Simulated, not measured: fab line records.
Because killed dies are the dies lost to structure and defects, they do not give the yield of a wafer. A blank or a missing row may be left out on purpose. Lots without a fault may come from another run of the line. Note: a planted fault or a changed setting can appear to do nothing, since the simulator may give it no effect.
fab line records	flow n5-finfet
[record] lots = 11	wafers = 29	last-day = 19
route steps=1938 shown BEOL_M4@1111 BEOL_M6@1238 BEOL_M7@1266 PASSIVATION@1936
lots untouched by any fault: they come from a run of this same line in which no faults occurred
start-h: hours from the record's opening day to when the first of the lot's shown wafers began	wait-h: hours elapsed since this lot's preceding step	" the same as in the row above	L1.1+2: a row that stands for several wafers	- no value, or no start was given	* or withheld: withheld	< > ~ a bound
route shown NAME@n: a module of which the file shows steps, and the number in the route of the first	usual: mean/standard deviation taken from wafers without a fault	same: alike in all rows	chamber/n: place in a boat	sites: per-site readings	_std_site: standard deviation of those values	_edge_site: the outer-site mean with the inner-site mean subtracted	radius-mm: how far each site lies from the wafer's centre	mask NAME#n: copy n	behind: the most recent tool/chamber to have shaped the wafer	hold: reason for holding the lot/hours on hold/outcome of the hold	device: names the non-switching transistor (n, p or np)	end of line: the same wafers' tests at the end of the route	step lacking rows: just its recipe	killed: not the wafer's yield, but the dies lost to structure and defects at the first sort	map: shows each die of a wafer: x if killed, . if not, _ if none is there
set.NAME: setting as actually run; set.NAME@STEP: the setting as run at that earlier step	model.NAME: the simulator's own value behind a step, which no gauge read
a sample of lots followed through the steps of the route, with each step as a table and each wafer as a row
services: from which hour (start-h, from the record's first day; less than 0 if before it) a tool's chamber was out of use, for how many hours, and why
[[steps]]
[step N5_BEOL_M4_RC_MEAS_101]
[usual] DIBL_N = 36.4/2.2	DIBL_P = 36.3/2.5	IOFF_N = 0.17/0.052	IOFF_P = 0.23/0.049	ION_N = 674/17	ION_P = 464/11	SS_N = 71.7/0.98	SS_P = 73.3/0.84	VT_N = 250/4	VT_P = -249/3.8
lot.wafer	tool	chamber	start-h	wait-h	DIBL_N[mV/V]	DIBL_P[mV/V]	IOFF_N[nA/um]	IOFF_P[nA/um]	ION_N[uA/um]	ION_P[uA/um]	SS_N[mV/dec]	SS_P[mV/dec]	VT_N[mV]	VT_P[mV]
L547.2	prober-02	0	175.89	0.2	36.9	38.2	0.18	0.25	708	483	71.2	73.4	246	-246
L547.3	"	0	"	"	40.0	41.8	0.23	0.32	704	487	72.4	75.1	245	-243
L547.5	"	0	"	"	38.3	40.1	0.19	0.30	682	472	72.0	75.2	246	-245
L548.3	prober-01	0	186.41	0.3	36.5	36.3	0.15	0.22	686	466	71.0	72.7	247	-249
L548.4	"	0	"	"	34.8	33.8	0.11	0.18	627	440	71.2	73.0	259	-257
L549.1	prober-02	0	239.10	0.0	37.6	38.8	0.21	0.33	691	477	71.3	73.8	246	-242
L549.5	"	0	"	"	36.1	35.6	0.16	0.25	686	481	71.6	73.1	251	-244
L549.6	"	0	"	"	33.2	33.2	0.12	0.21	656	464	70.8	72.4	256	-247
L553.1	prober-02	0	248.98	0.0	38.3	38.9	0.21	0.25	697	472	72.0	73.7	247	-249
L553.3	"	0	"	"	39.6	38.2	0.22	0.24	675	456	72.2	74.4	248	-250
L553.4	"	0	"	"	35.8	33.9	0.17	0.17	673	454	72.2	72.9	248	-252
L552.1	prober-01	0	256.79	0.0	34.1	32.0	0.11	0.18	652	460	71.0	72.5	257	-249
L552.2	"	0	"	"	35.5	34.3	0.14	0.22	664	463	70.7	73.3	252	-246
L552.3	"	0	"	"	36.1	34.7	0.15	0.22	656	461	71.5	73.7	251	-247
L559.2	prober-02	0	276.30	0.2	38.0	39.1	0.22	0.31	705	486	72.5	74.4	246	-243
L559.4	"	0	"	"	34.6	33.3	0.14	0.21	672	465	71.2	72.7	252	-248
L561.1	prober-01	0	277.38	0.0	35.7	34.5	0.13	0.21	649	452	70.9	73.4	254	-249
L561.4	"	0	"	"	37.0	36.6	0.17	0.26	680	468	71.5	73.4	246	-246
L560.1	prober-02	0	284.41	0.0	37.6	37.1	0.18	0.23	681	466	70.9	73.2	247	-250
L560.5	"	0	"	"	43.4	42.4	0.33	0.33	675	454	74.1	74.4	241	-248
L563.1	prober-01	0	321.84	0.0	38.8	38.8	0.24	0.27	700	478	71.9	74.3	243	-243
L563.2	"	0	"	"	38.0	36.3	0.21	0.22	649	447	73.6	74.4	248	-251
L563.4	"	0	"	"	38.1	37.9	0.20	0.25	688	467	72.5	73.7	245	-247
L567.1	prober-01	0	326.37	0.0	33.2	33.6	0.11	0.17	667	459	70.6	71.8	252	-249
L567.2	"	0	"	"	37.1	37.4	0.18	0.23	695	472	72.1	72.9	244	-244
L567.5	"	0	"	"	35.7	35.1	0.15	0.18	659	451	70.6	72.5	251	-252
L569.3	prober-01	0	348.84	0.3	35.3	35.1	0.15	0.21	679	470	71.6	73.5	252	-248
L569.5	"	0	"	"	37.2	37.3	0.19	0.24	687	470	71.8	73.9	247	-249
L569.6	"	0	"	"	32.0	30.7	0.11	0.16	676	470	69.8	72.2	255	-253
[step N5_BEOL_M6_STRIP_36]
[recipe] chemistry = N2/H2	power-w = 450	temp-c = 40	pressure-mtorr = 20	rf-frequency-hz = 6e+07	overash-fraction = 0.3	bias-power-w = 7	h2-frac = 0.5	n2-flow-sccm = 200	h2-flow-sccm = 200
[usual] drypump-motor-current-A = 5.6/0.46	oes-product-au = 0.82/0.092	rf-vpp-V = 59.2/1.6	showerhead-plenum-p-Torr = 2.56/0.087	throttle-valve-pct = 23.51/0.25
lot.wafer	tool	chamber	start-h	wait-h	drypump-motor-current-A	oes-product-au	rf-hours-counter-h	rf-vpp-V	showerhead-plenum-p-Torr	throttle-valve-pct
L547.2	rie-diel-04	2	197.66	0.0	6.2	0.95	10	56.1	2.70	23.38
L547.3	"	1	"	"	5.7	0.75	185	56.5	2.54	23.80
L547.5	"	0	"	"	5.8	0.68	-	58.1	2.64	23.85
L548.3	rie-diel-02	3	202.18	0.0	5.7	0.93	16	60.2	2.46	22.92
L548.4	"	3	"	"	5.7	0.93	-	58.1	2.46	22.94
L549.1	rie-diel-03	0	258.85	0.0	5.0	0.81	68	59.8	2.55	23.19
L549.5	"	3	"	"	4.8	0.90	-	57.9	2.69	23.34
L549.6	"	0	"	"	5.0	0.81	-	59.5	2.55	23.19
L553.1	rie-diel-04	3	268.03	0.0	6.0	0.88	48	60.3	2.60	23.66
L553.3	"	2	"	"	6.2	0.93	30	60.6	2.69	23.42
L553.4	"	0	"	"	5.9	0.68	241	61.3	2.63	23.84
L552.1	rie-diel-04	0	275.15	0.0	5.8	0.67	242	58.6	2.63	23.81
L552.2	"	2	"	"	6.2	0.91	32	58.6	2.69	23.42
L552.3	"	3	"	"	6.0	0.87	50	60.9	2.60	23.63
L559.2	rie-diel-04	3	298.30	0.0	6.0	0.87	56	56.8	2.59	23.69
L559.4	"	0	"	"	5.8	0.67	248	58.3	2.63	23.86
L560.1	rie-diel-03	0	299.93	0.0	5.0	0.79	83	61.3	2.54	23.18
L560.5	"	3	"	"	4.8	0.88	-	58.2	2.69	23.37
L561.1	rie-diel-03	0	300.33	0.0	5.0	0.80	83	62.5	2.54	23.17
L561.4	"	3	"	"	4.9	0.87	50	60.1	2.69	23.39
L563.1	rie-diel-04	0	339.31	0.0	5.8	0.99	5	57.7	2.62	23.50
L563.2	"	3	"	"	6.0	0.83	73	61.3	2.59	23.70
L563.4	"	2	"	"	6.2	0.86	56	57.3	2.68	23.46
L567.1	rie-diel-03	0	345.42	0.0	5.0	0.77	95	58.8	2.53	23.19
L567.2	"	3	"	"	4.8	0.84	63	57.1	2.68	23.35
L567.5	"	0	"	"	5.0	0.78	-	55.7	2.54	23.26
L569.3	rie-diel-04	0	365.91	0.0	5.9	0.95	15	57.1	2.62	23.53
L569.5	"	3	"	"	6.0	0.84	-	58.2	2.58	23.73
L569.6	"	0	"	"	5.8	0.95	-	58.8	2.62	23.55
[step N5_BEOL_M6_RS_MEAS_57]
[recipe] thk-meas-gauge = four-point-probe	reads = Cu_of_BEOL_M6_ECD_50+Co_of_BEOL_M6_CVD_78+TaN_of_BEOL_M6_ALD_77
[usual] M6_RS = 0.284/0.0094
lot.wafer	tool	chamber	start-h	wait-h	M6_RS[ohm/sq]
L547.2	film-metro-02	-	200.18	0.1	0.278
L547.3	"	-	"	"	0.272
L547.5	"	-	"	"	0.298
L548.3	film-metro-02	-	204.74	0.1	0.293
L548.4	"	-	"	"	0.294
L549.1	film-metro-02	-	262.52	0.1	0.269
L549.5	"	-	"	"	0.271
L549.6	"	-	"	"	0.278
L553.1	film-metro-01	-	272.36	0.1	0.294
L553.3	"	-	"	"	0.282
L553.4	"	-	"	"	0.301
L552.1	film-metro-01	-	279.29	0.1	0.298
L552.2	"	-	"	"	0.279
L552.3	"	-	"	"	0.290
L559.2	film-metro-02	-	301.40	0.1	0.293
L559.4	"	-	"	"	0.303
L560.1	film-metro-01	-	304.26	0.1	0.287
L560.5	"	-	"	"	0.285
L561.1	film-metro-01	-	304.56	0.1	0.277
L561.4	"	-	"	"	0.286
L563.1	film-metro-01	-	342.20	0.1	0.264
L563.2	"	-	"	"	0.294
L563.4	"	-	"	"	0.283
L567.1	film-metro-02	-	349.17	0.1	0.281
L567.2	"	-	"	"	0.271
L567.5	"	-	"	"	0.281
L569.3	film-metro-02	-	370.63	0.1	0.272
L569.5	"	-	"	"	0.298
L569.6	"	-	"	"	0.270
[step N5_BEOL_M7_PECVD_70]
[recipe] material = SiO2	target-thk-a = 200	temp-c = 400	precursor = TEOS/O2	pressure-torr = 5.5	rf-w = 450	teos-flow-sccm = 53.8	gas = O2	flow-sccm = 3000	time-s = 22.7
[usual] chamber-pressure-Torr = 5.499/0.014	heater-power-outer-w = 424/85	heater-power-w = 716/120	showerhead-plenum-p-Torr = 8.82/0.032	throttle-valve-pct = 22.7/0.92
lot.wafer	tool	chamber	start-h	wait-h	chamber-pressure-Torr	heater-power-outer-w	heater-power-w	showerhead-plenum-p-Torr	throttle-valve-pct
L547.2	pecvd-03	1	200.87	0.0	5.522	391	646	8.80	22.5
L547.3	"	0	"	"	5.498	327	598	8.88	22.7
L547.5	"	0	"	"	5.505	346	590	8.88	22.6
L548.3	pecvd-03	0	205.46	0.1	5.509	390	662	8.86	22.8
L548.4	"	1	"	"	5.490	332	555	8.81	22.5
L549.1	pecvd-02	2	263.68	0.0	5.484	372	668	8.80	21.5
L549.5	"	1	"	"	5.514	327	572	8.79	23.9
L549.6	"	0	"	"	5.492	502	764	8.86	22.4
L553.1	pecvd-03	1	273.04	0.0	-	-	-	-	-
L553.3	"	2	"	"	-	-	-	-	-
L553.4	"	1	"	"	-	-	-	-	-
L552.1	pecvd-03	1	280.03	0.0	-	-	-	-	-
L552.2	"	0	"	"	-	-	-	-	-
L552.3	"	2	"	"	-	-	-	-	-
L559.2	pecvd-02	1	302.08	0.0	5.506	375	642	8.82	23.9
L559.4	"	0	"	"	5.505	485	727	8.86	22.9
L560.1	pecvd-03	2	304.94	0.0	5.485	402	728	8.81	22.3
L560.5	"	2	"	"	5.491	411	735	8.79	21.9
L561.1	pecvd-01	2	305.23	0.0	5.491	469	782	8.80	22.0
L561.4	"	1	"	"	5.512	637	1052	8.79	24.3
L563.1	pecvd-02	2	342.89	0.0	5.501	380	680	8.79	21.7
L563.2	"	0	"	"	5.533	527	785	8.85	22.5
L563.4	"	0	"	"	5.510	517	784	8.85	22.3
L567.1	pecvd-01	2	349.85	0.0	5.477	595	931	8.78	21.6
L567.2	"	1	"	"	5.496	554	918	8.79	24.5
L567.5	"	0	"	"	5.491	467	756	8.85	24.0
L569.3	pecvd-02	2	371.31	0.0	5.480	347	654	8.82	21.9
L569.5	"	1	"	"	5.486	378	649	8.81	23.7
L569.6	"	0	"	"	5.507	547	852	8.83	22.8
[step N5_BEOL_M7_HM_DEP_02]
[recipe] material = TiN	target-thk-a = 200	temp-c = 25	chamber-pressure-pa = 0.49996
[usual] throttle-valve-pct = 30.1/1.4
lot.wafer	tool	chamber	start-h	wait-h	throttle-valve-pct
L547.2	pvd-sputter-03	-	202.22	1.3	29.2
L547.3	"	-	"	"	28.1
L547.5	"	-	"	"	28.0
L548.3	pvd-sputter-02	-	205.52	0.0	28.8
L548.4	"	-	"	"	30.0
L549.1	pvd-sputter-02	-	263.79	0.1	30.0
L549.5	"	-	"	"	29.1
L549.6	"	-	"	"	31.8
L553.1	pvd-sputter-01	-	275.11	2.1	32.8
L553.3	"	-	"	"	31.1
L553.4	"	-	"	"	28.5
L552.1	pvd-sputter-03	-	280.93	0.9	28.7
L552.2	"	-	"	"	27.9
L552.3	"	-	"	"	28.9
L559.2	pvd-sputter-01	-	303.52	1.4	30.8
L559.4	"	-	"	"	28.2
L560.1	pvd-sputter-03	-	306.91	2.0	29.6
L560.5	"	-	"	"	29.2
L561.1	pvd-sputter-01	-	306.92	1.7	31.3
L561.4	"	-	"	"	32.6
L563.1	pvd-sputter-02	-	343.46	0.6	29.2
L563.2	"	-	"	"	30.2
L563.4	"	-	"	"	31.1
L567.1	pvd-sputter-02	-	350.98	1.1	29.9
L567.2	"	-	"	"	31.6
L567.5	"	-	"	"	30.2
L569.3	pvd-sputter-01	-	371.85	0.5	30.5
L569.5	"	-	"	"	32.8
L569.6	"	-	"	"	30.9
[step N5_PASSIVATION_PROBE_49]
[usual] defect-limited-yield = 91.2/1.4	killed_at_M0_to_M3 = 34/9.3	killed_at_M4_up = 14/5.9	killed-at-contacts = 14/5.7	killed-at-front-end = 38/10	killed-at-other = 4/3.2	killed-dies = 104/17	killed-on-rim = 14/4	killed-open = 67/13	killed-short = 33/6.9	sort_bin_5_function = 5.2/1	sort_bin_6_memory = 3.3/0.61	sort_bin_8_speed = 0.3/1.8	sort-n-pass = 1069/52	sort-yield-pct = 91/4.4
[same] gross-dies = 1180	killed-at-back-side = 0	sort_bin_4_leakage[%] = 0
lot.wafer	tool	chamber	start-h	wait-h	defect-limited-yield[%]	killed_at_M0_to_M3	killed_at_M4_up	killed-at-contacts	killed-at-front-end	killed-at-other	killed-dies	killed-on-rim	killed-open	killed-short	sort_bin_5_function[%]	sort_bin_6_memory[%]	sort_bin_8_speed[%]	sort-n-pass	sort-yield-pct[%]
L547.2	prober-01	-	286.18	0.1	92.6	19	18	13	31	6	87	15	52	32	4.2	2.8	0	1093	93
L547.3	prober-01	-	286.23	0.1	93.4	28	9	7	34	0	78	9	46	30	3.7	2.6	0	1102	93
L547.5	prober-01	-	286.33	0.2	91.6	33	19	8	34	5	99	17	63	35	5.0	2.8	0	1081	92
L548.3	prober-01	-	292.20	0.1	90.8	37	13	15	32	12	109	14	66	34	5.8	3.1	0	1071	91
L548.4	prober-01	-	292.25	0.2	90.5	33	10	26	39	4	112	23	68	40	6.3	2.5	18.6	848	72
L549.1	prober-02	-	349.74	0.8	90.4	36	12	11	44	10	113	10	63	42	6.3	3.0	0	1067	90
L549.5	prober-02	-	349.94	1.0	93.0	30	12	3	36	2	83	12	51	27	3.7	3.0	0	1097	93
L549.6	prober-02	-	349.99	1.0	92.5	33	8	12	34	1	88	8	58	26	3.8	3.3	0	1092	93
L553.1	prober-02	-	354.79	0.0	64.3	21	342	13	44	1	421	28	59	26	32.5	2.7	0	759	64
L553.3	prober-02	-	354.89	0.1	61.0	33	357	16	51	3	460	39	74	45	34.2	4.3	0	720	61
L553.4	prober-02	-	354.94	0.2	64.9	32	327	13	35	7	414	17	64	28	31.7	3.2	0	766	65
L552.1	prober-01	-	363.21	0.0	63.8	45	323	18	39	2	427	17	81	33	31.6	4.2	0	753	64
L552.2	prober-01	-	363.26	0.1	62.3	32	338	26	49	0	445	125	73	38	33.2	4.0	0	735	62
L552.3	prober-01	-	363.31	0.1	60.9	31	349	49	30	2	461	39	79	28	34.8	4.0	0	719	61
L559.2	prober-01	-	380.75	0.1	89.0	40	14	17	45	14	130	26	84	34	7.9	3.1	0	1050	89
L559.4	prober-01	-	380.85	0.2	91.3	43	8	16	33	3	103	11	61	34	5.1	3.5	0	1077	91
L561.1	prober-01	-	392.21	0.0	90.8	41	15	14	39	0	109	16	65	39	5.3	3.6	0.2	1069	91
L561.4	prober-01	-	392.36	0.2	88.6	43	11	16	57	8	135	20	80	43	7.0	4.0	0	1045	89
L560.1	prober-02	-	398.61	0.0	93.0	22	17	10	31	3	83	15	63	18	4.2	2.8	0	1097	93
L560.5	prober-02	-	398.81	0.2	93.6	19	19	7	28	3	76	11	47	26	4.5	1.8	0	1099	93
L563.1	prober-02	-	428.36	0.0	90.1	25	15	13	58	6	117	14	74	43	5.7	3.9	0	1063	90
L563.2	prober-02	-	428.41	0.1	88.9	31	13	9	77	1	131	19	96	34	7.2	3.7	0	1049	89
L563.4	prober-02	-	428.51	0.2	91.9	32	9	5	49	1	96	15	63	32	5.2	2.6	0	1084	92
L567.1	prober-01	-	428.67	0.0	91.2	28	8	21	37	10	104	15	63	29	5.3	3.3	0	1076	91
L567.2	prober-01	-	428.72	0.1	91.1	45	13	15	28	4	105	14	67	33	5.6	3.1	0	1075	91
L567.5	prober-01	-	428.87	0.2	92.0	35	12	12	32	3	94	16	57	31	4.5	2.8	0	1086	92
L569.3	prober-01	-	461.94	0.9	93.9	23	21	14	12	2	72	12	53	17	3.6	2.2	0	1108	94
L569.5	prober-01	-	462.04	1.0	91.7	29	17	18	32	2	98	12	67	28	4.8	3.2	0	1082	92
L569.6	prober-01	-	462.09	1.0	93.0	26	14	9	31	3	83	10	56	27	4.2	2.7	0	1097	93
// killed by level:class
L547.2 MOL_CONTACT_COAG:geometric-particle:open=9 BEOL_M4:geometric-particle:open=9 DUMMY_GATE:geometric-particle:open=7 FIN_SAQP:geometric-particle:open=6 FIN_SAQP:geometric-particle:short=6 BEOL_M3:geometric-particle:open=4 MOL_CONTACT_COAG:geometric-particle:short=4 BEOL_M1:geometric-particle:open=4
L547.3 FIN_SAQP:geometric-particle:open=10 FIN_SAQP:geometric-particle:short=10 BEOL_M0_SAQP:geometric-particle:open=7 MOL_CONTACT_COAG:geometric-particle:open=5 BEOL_M1:geometric-particle:short=5 BEOL_M1:geometric-particle:open=4 BEOL_M0_SAQP:geometric-particle:short=4 BEOL_M3:geometric-particle:open=4
L547.5 FIN_SAQP:geometric-particle:short=9 FIN_SAQP:geometric-particle:open=7 BEOL_M1:geometric-particle:open=7 MOL_CONTACT_COAG:geometric-particle:open=6 DUMMY_GATE:geometric-particle:open=5 BEOL_M0:geometric-particle:open=5 BEOL_M3:geometric-particle:short=5 BEOL_M3:geometric-particle:open=5
L548.3 MOL_CONTACT_COAG:geometric-particle:open=11 BEOL_M0_SAQP:geometric-particle:open=9 FIN_SAQP:geometric-particle:short=8 BEOL_M0_SAQP:geometric-particle:short=8 FIN_SAQP:geometric-particle:open=6 BEOL_M1:geometric-particle:open=5 DUMMY_GATE:geometric-particle:open=4 BEOL_M0:geometric-particle:open=4
L548.4 MOL_CONTACT_COAG:geometric-particle:open=22 BEOL_M2:geometric-particle:open=11 GATE_CUT:geometric-particle:short=9 FIN_SAQP:geometric-particle:open=5 FIN_SAQP:geometric-particle:short=5 GATE_CUT:geometric-particle:open=5 BEOL_M0_SAQP:geometric-particle:short=5 MOL_CONTACT_COAG:geometric-particle:short=4
L549.1 FIN_SAQP:geometric-particle:short=17 FIN_SAQP:geometric-particle:open=16 MOL_CONTACT_COAG:geometric-particle:open=9 BEOL_M2:geometric-particle:open=7 BEOL_M0_SAQP:geometric-particle:open=6 BEOL_M3:geometric-particle:open=6 PASSIVATION:area-etch=6 GATE_CUT:geometric-particle:short=4
L549.5 FIN_SAQP:geometric-particle:open=13 BEOL_M1:geometric-particle:open=7 FIN_SAQP:geometric-particle:short=6 BEOL_M0_SAQP:geometric-particle:short=6 BEOL_M3:geometric-particle:open=6 DUMMY_GATE:geometric-particle:open=3 BEOL_M0_SAQP:geometric-particle:open=3 BEOL_M1:geometric-particle:short=3
L549.6 FIN_SAQP:geometric-particle:open=16 MOL_CONTACT_COAG:geometric-particle:open=10 FIN_SAQP:geometric-particle:short=7 BEOL_M3:geometric-particle:open=7 BEOL_M1:geometric-particle:open=5 BEOL_M0_SAQP:geometric-particle:short=4 BEOL_M2:geometric-particle:open=4 BEOL_M1:geometric-particle:short=3
L553.1 BEOL_M7:area-pecvd=333 FIN_SAQP:geometric-particle:short=12 FIN_SAQP:geometric-particle:open=8 STI_FIN_REVEAL:geometric-particle:open=8 MOL_CONTACT_COAG:geometric-particle:open=7 DUMMY_GATE:geometric-particle:open=6 MOL_CONTACT_COAG:geometric-particle:short=6 BEOL_M1:geometric-particle:open=5
L553.3 BEOL_M7:area-pecvd=338 FIN_SAQP:geometric-particle:short=19 FIN_SAQP:geometric-particle:open=12 MOL_CONTACT_COAG:geometric-particle:open=12 BEOL_M1:geometric-particle:open=11 STI_FIN_REVEAL:geometric-particle:open=8 BEOL_M0_SAQP:geometric-particle:short=6 DUMMY_GATE:geometric-particle:open=5
L553.4 BEOL_M7:area-pecvd=317 MOL_CONTACT_COAG:geometric-particle:open=12 STI_FIN_REVEAL:geometric-particle:open=9 FIN_SAQP:geometric-particle:open=7 BEOL_M1:geometric-particle:open=7 FIN_SAQP:geometric-particle:short=6 BEOL_M3:geometric-particle:short=5 BEOL_M3:geometric-particle:open=4
L552.1 BEOL_M7:area-pecvd=311 MOL_CONTACT_COAG:geometric-particle:open=14 BEOL_M2:geometric-particle:open=11 BEOL_M3:geometric-particle:open=10 FIN_SAQP:geometric-particle:short=7 STI_FIN_REVEAL:geometric-particle:open=7 BEOL_M0_SAQP:geometric-particle:open=7 FIN_SAQP:geometric-particle:open=5
L552.2 BEOL_M7:area-pecvd=327 MOL_CONTACT_COAG:geometric-particle:open=23 FIN_SAQP:geometric-particle:open=15 FIN_SAQP:geometric-particle:short=13 BEOL_M2:geometric-particle:open=7 STI_FIN_REVEAL:geometric-particle:open=5 BEOL_M0_SAQP:geometric-particle:short=5 BEOL_M0_SAQP:geometric-particle:open=4
L552.3 BEOL_M7:area-pecvd=325 MOL_CONTACT_COAG:area-etch=25 MOL_CONTACT_COAG:geometric-particle:open=20 BEOL_M4:geometric-particle:open=13 FIN_SAQP:geometric-particle:open=8 FIN_SAQP:geometric-particle:short=6 BEOL_M0_SAQP:geometric-particle:short=6 BEOL_M0:geometric-particle:open=6
L559.2 MOL_CONTACT_COAG:geometric-particle:open=14 FIN_SAQP:geometric-particle:open=12 BEOL_M1:geometric-particle:open=12 STI_FIN_REVEAL:geometric-particle:open=10 PASSIVATION:area-etch=9 BEOL_M3:geometric-particle:open=8 GATE_CUT:geometric-particle:short=6 BEOL_M0_SAQP:geometric-particle:short=6
L559.4 MOL_CONTACT_COAG:geometric-particle:open=12 FIN_SAQP:geometric-particle:short=9 BEOL_M0_SAQP:geometric-particle:short=8 BEOL_M0_SAQP:geometric-particle:open=7 BEOL_M1:geometric-particle:open=7 BEOL_M3:geometric-particle:open=7 FIN_SAQP:geometric-particle:open=6 BEOL_M2:geometric-particle:open=6
L561.1 BEOL_M0_SAQP:geometric-particle:short=10 BEOL_M1:geometric-particle:open=10 GATE_CUT:geometric-particle:short=9 MOL_CONTACT_COAG:geometric-particle:open=9 BEOL_M0_SAQP:geometric-particle:open=7 BEOL_M0:geometric-particle:open=7 STI_FIN_REVEAL:geometric-particle:open=6 FIN_SAQP:geometric-particle:open=5
L561.4 STI_FIN_REVEAL:geometric-particle:open=18 MOL_CONTACT_COAG:geometric-particle:open=14 BEOL_M0_SAQP:geometric-particle:open=13 BEOL_M0_SAQP:geometric-particle:short=8 BEOL_M1:geometric-particle:open=8 PASSIVATION:area-etch=8 GATE_CUT:geometric-particle:short=7 FIN_SAQP:geometric-particle:short=6
L560.1 MOL_CONTACT_COAG:geometric-particle:open=9 BEOL_M2:geometric-particle:open=7 BEOL_M4:geometric-particle:open=7 STI_FIN_REVEAL:geometric-particle:open=6 BEOL_M1:geometric-particle:open=6 FIN_SAQP:geometric-particle:open=5 STARTING-WAFER:geometric-particle:short=4 DUMMY_GATE:geometric-particle:open=3
L560.5 STI_FIN_REVEAL:geometric-particle:open=10 BEOL_M4:geometric-particle:open=7 FIN_SAQP:geometric-particle:short=5 MOL_CONTACT_COAG:geometric-particle:open=5 BEOL_M2:geometric-particle:open=4 GATE_CUT:geometric-particle:short=3 BEOL_M0_SAQP:geometric-particle:short=3 BEOL_M3:geometric-particle:open=3
L563.1 STI_FIN_REVEAL:geometric-particle:open=20 MOL_CONTACT_COAG:geometric-particle:open=10 FIN_SAQP:geometric-particle:short=9 BEOL_M2:geometric-particle:open=7 BEOL_M4:geometric-particle:open=7 FIN_SAQP:geometric-particle:open=6 BEOL_M2:geometric-particle:short=6 GATE_CUT:geometric-particle:short=5
L563.2 STI_FIN_REVEAL:geometric-particle:open=49 STI_FIN_REVEAL:geometric-particle:short=11 MOL_CONTACT_COAG:geometric-particle:open=7 BEOL_M0_SAQP:geometric-particle:open=7 BEOL_M5:geometric-particle:open=7 BEOL_M2:geometric-particle:open=6 BEOL_M0_SAQP:geometric-particle:short=5 FIN_SAQP:geometric-particle:short=4
L563.4 STI_FIN_REVEAL:geometric-particle:open=16 FIN_SAQP:geometric-particle:open=8 BEOL_M0_SAQP:geometric-particle:short=7 BEOL_M0_SAQP:geometric-particle:open=7 STI_FIN_REVEAL:geometric-particle:short=5 GATE_CUT:geometric-particle:short=5 BEOL_M1:geometric-particle:open=4 FIN_SAQP:geometric-particle:short=3
L567.1 MOL_CONTACT_COAG:geometric-particle:open=15 BEOL_M2:geometric-particle:open=10 FIN_SAQP:geometric-particle:open=7 GATE_CUT:geometric-particle:short=7 BEOL_M3:geometric-particle:open=6 PASSIVATION:area-etch=6 FIN_CUT:geometric-particle:short=5 MOL_CONTACT_COAG:geometric-particle:short=5
L567.2 BEOL_M2:geometric-particle:open=15 MOL_CONTACT_COAG:geometric-particle:open=11 BEOL_M3:geometric-particle:open=10 BEOL_M1:geometric-particle:open=8 FIN_SAQP:geometric-particle:short=5 BEOL_M0_SAQP:geometric-particle:short=5 STI_FIN_REVEAL:geometric-particle:open=5 BEOL_M4:geometric-particle:open=5
L567.5 FIN_SAQP:geometric-particle:open=8 MOL_CONTACT_COAG:geometric-particle:open=8 BEOL_M0_SAQP:geometric-particle:open=8 BEOL_M3:geometric-particle:open=6 BEOL_M0_SAQP:geometric-particle:short=5 STARTING-WAFER:geometric-particle:short=5 FIN_SAQP:geometric-particle:short=4 STI_FIN_REVEAL:geometric-particle:open=4
L569.3 MOL_CONTACT_COAG:geometric-particle:open=13 BEOL_M2:geometric-particle:open=10 BEOL_M4:geometric-particle:open=8 BEOL_M0_SAQP:geometric-particle:open=4 BEOL_M0_SAQP:geometric-particle:short=4 BEOL_M8:geometric-particle:open=3 BEOL_M6:geometric-particle:open=3 STI_FIN_REVEAL:geometric-particle:open=2
L569.5 MOL_CONTACT_COAG:geometric-particle:open=16 BEOL_M0_SAQP:geometric-particle:open=11 BEOL_M4:geometric-particle:open=9 BEOL_M0_SAQP:geometric-particle:short=8 STI_FIN_REVEAL:geometric-particle:open=7 STARTING-WAFER:geometric-particle:short=5 BEOL_M3:geometric-particle:open=3 BEOL_M5:geometric-particle:open=3
L569.6 BEOL_M0_SAQP:geometric-particle:open=8 BEOL_M2:geometric-particle:open=8 FIN_SAQP:geometric-particle:open=7 MOL_CONTACT_COAG:geometric-particle:open=6 BEOL_M4:geometric-particle:open=5 STI_FIN_REVEAL:geometric-particle:open=4 BEOL_M0_SAQP:geometric-particle:short=4 FIN_SAQP:geometric-particle:short=3
[[services]]
tool	chamber	start-h	hours	kind
pecvd-02	1	190.96	5.5	scheduled-down
rie-diel-02	1	191.74	-	clean
pecvd-02	2	196.28	4.4	repair
rie-diel-03	0	201.11	2.7	repair
pecvd-02	2	202.38	-	clean
pecvd-02	2	202.38	-	consumable-replace:showerhead
pecvd-02	2	202.38	29.0	scheduled-down
pecvd-02	2	202.38	29.0	vent-cycle
pecvd-02	-	243.26	0.3	repair
rie-diel-04	2	244.17	16.4	repair
pecvd-03	-	246.62	0.8	repair
rie-diel-03	1	263.46	-	clean
rie-diel-03	1	263.46	-	consumable-replace:focus-ring
pecvd-01	2	284.92	5.5	scheduled-down
rie-diel-02	1	286.15	11.8	repair
rie-diel-04	0	302.78	-	clean
rie-diel-04	0	302.78	-	consumable-replace:focus-ring
rie-diel-04	0	302.78	21.6	scheduled-down
rie-diel-04	0	302.78	21.6	vent-cycle
pecvd-02	0	305.05	5.5	scheduled-down
pecvd-03	1	314.33	5.5	scheduled-down
rie-diel-02	3	333.88	28.2	repair
pecvd-01	1	355.77	5.0	repair
rie-diel-03	1	359.08	5.1	repair
[[key]]
[first-sign] step = N5_BEOL_M7_PECVD_70	reading = tool-record	direction = missing
[effect] step = N5_PASSIVATION_PROBE_49	reading = killed_at_M4_up	direction = up	sigmas = 55	usual = 14	struck = 339
[more-kills-born-at] N5_BEOL_M7_PECVD_70@pecvd-03 = 1950
met-at N5_BEOL_M7_PECVD_70
struck-lots L552,L553
[baseline-loss] step = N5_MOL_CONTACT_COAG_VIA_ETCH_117	wafers = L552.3
not-acting-at N5_BEOL_M6_STRIP_36,N5_BEOL_M6_RS_MEAS_57,N5_BEOL_M7_HM_DEP_02
onset-between 205.46 273.04
[fault] kind = skipped-step-whole	tool = pecvd-03	chamber = -	onset-h = 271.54	steps = N5_BEOL_M7_PECVD_70	scope = struck-lots-only
// baseline-loss: these wafers lose ten dies or more at that step, a loss of the line's own and not of a fault; the sort's usual values leave them out
